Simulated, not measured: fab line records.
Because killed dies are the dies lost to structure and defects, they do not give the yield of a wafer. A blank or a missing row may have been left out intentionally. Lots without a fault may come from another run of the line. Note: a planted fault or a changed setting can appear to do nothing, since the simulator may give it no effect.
The tool behind it: which one?    flow n5-finfet    22 lots with 66 wafers sampled at 2 steps, on a route of 1938 steps

== WHAT THE GAUGES SHOWED, per wafer ==
N5_BEOL_M12_THK_MEAS_01. Usual: M12_ILD_THK 659 nm, standard deviation 11.
lot   measured      on             M12_ILD_THK (nm)  flag
L075  day 11 10:03  film-metro-02  655 653 669       
L074  day 11 11:46  film-metro-01  672 661 663       
L078  day 12 03:35  film-metro-01  659 650 657       
L076  day 12 05:31  film-metro-01  648 664 655       
L079  day 12 09:25  film-metro-01  662 658 669       
L077  day 12 10:59  film-metro-01  655 659 660       
L081  day 12 13:08  film-metro-01  655 678 660       
L080  day 12 17:28  film-metro-02  650 656 662       
L082  day 13 07:49  film-metro-02  658 652 669       
L083  day 13 08:00  film-metro-01  666 656 680       
L085  day 13 11:07  film-metro-01  666 662 660       
L084  day 13 14:40  film-metro-01  637 645 658       
L087  day 14 02:28  film-metro-02  659 665 661       
L086  day 14 09:56  film-metro-01  647 653 668       
L090  day 15 01:02  film-metro-02  670 649 655       
L093  day 15 11:19  film-metro-01  648 653 664       
L092  day 15 14:41  film-metro-01  664 650 667       
L089  day 15 17:13  film-metro-02  646 663 662       
L094  day 15 16:40  film-metro-02  650 660 663       
L091  day 15 16:59  film-metro-01  648 662 651       
L095  day 16 12:47  film-metro-02  666 664 675       
L096  day 16 13:06  film-metro-02  662 666 673       

== WHAT TOOL EACH LOT RAN ON (gives the tool, then ch and the chambers of the sampled wafers, and finally the start) ==
lot   N5_BEOL_M11_PRE_CLEAN_45
L075  pvd-sputter-02, day 11 08:04
L074  pvd-sputter-01, day 11 09:19
L078  pvd-sputter-03, day 12 01:23
L076  pvd-sputter-03, day 12 03:34
L079  pvd-sputter-02, day 12 06:18
L077  pvd-sputter-01, day 12 09:08
L081  pvd-sputter-01, day 12 09:47
L080  pvd-sputter-01, day 12 15:38
L082  pvd-sputter-01, day 13 05:26
L083  pvd-sputter-01, day 13 05:40
L085  pvd-sputter-03, day 13 09:23
L084  pvd-sputter-03, day 13 12:58
L087  pvd-sputter-01, day 14 00:01
L086  pvd-sputter-01, day 14 07:22
L090  pvd-sputter-01, day 14 22:58
L093  pvd-sputter-01, day 15 08:55
L092  pvd-sputter-03, day 15 12:09
L089  pvd-sputter-01, day 15 13:47
L094  pvd-sputter-02, day 15 13:49
L091  pvd-sputter-01, day 15 13:52
L095  pvd-sputter-03, day 16 10:41
L096  pvd-sputter-02, day 16 11:22
- N5_BEOL_M11_PRE_CLEAN_45: time 30 s.

== WHAT THE TOOLS THEMSELVES READ (means of the sampled wafers that have a number; where no wafer has one, the mark that the record gives instead) ==
N5_BEOL_M11_PRE_CLEAN_45. Usual: 331 W for heater-power-w, sd 34.
lot   tool            heater-power-w (W)  flag
L075  pvd-sputter-02  319                 
L074  pvd-sputter-01  301                 
L078  pvd-sputter-03  328                 
L076  pvd-sputter-03  318                 
L079  pvd-sputter-02  306                 
L077  pvd-sputter-01  346                 
L081  pvd-sputter-01  316                 
L080  pvd-sputter-01  301                 
L082  pvd-sputter-01  335                 
L083  pvd-sputter-01  311                 
L085  pvd-sputter-03  343                 
L084  pvd-sputter-03  342                 
L087  pvd-sputter-01  342                 
L086  pvd-sputter-01  333                 
L090  pvd-sputter-01  335                 
L093  pvd-sputter-01  307                 
L092  pvd-sputter-03  344                 
L089  pvd-sputter-01  315                 
L094  pvd-sputter-02  308                 
L091  pvd-sputter-01  303                 
L095  pvd-sputter-03  330                 
L096  pvd-sputter-02  303                 

== THE ANSWER, worked out from the rows above alone ==
Rule: a lot is off if the mean of its wafers that have a number lies more than 3 standard deviations from the usual mean. Also off: a lot with no number at a reading for which 4 or more lots have one. Where the step has rows for the other lots, those lots are counted as sound. First the gauges in route order, then the tools' own readings, where a lot's mean is used as printed above. At the first step where some lot is off, the reading lying furthest off is the one used; lots without a number count as furthest.
Nothing can be told from this: no lot is off at any reading shown.

== WHAT THE SIMULATOR HAD INSERTED ==
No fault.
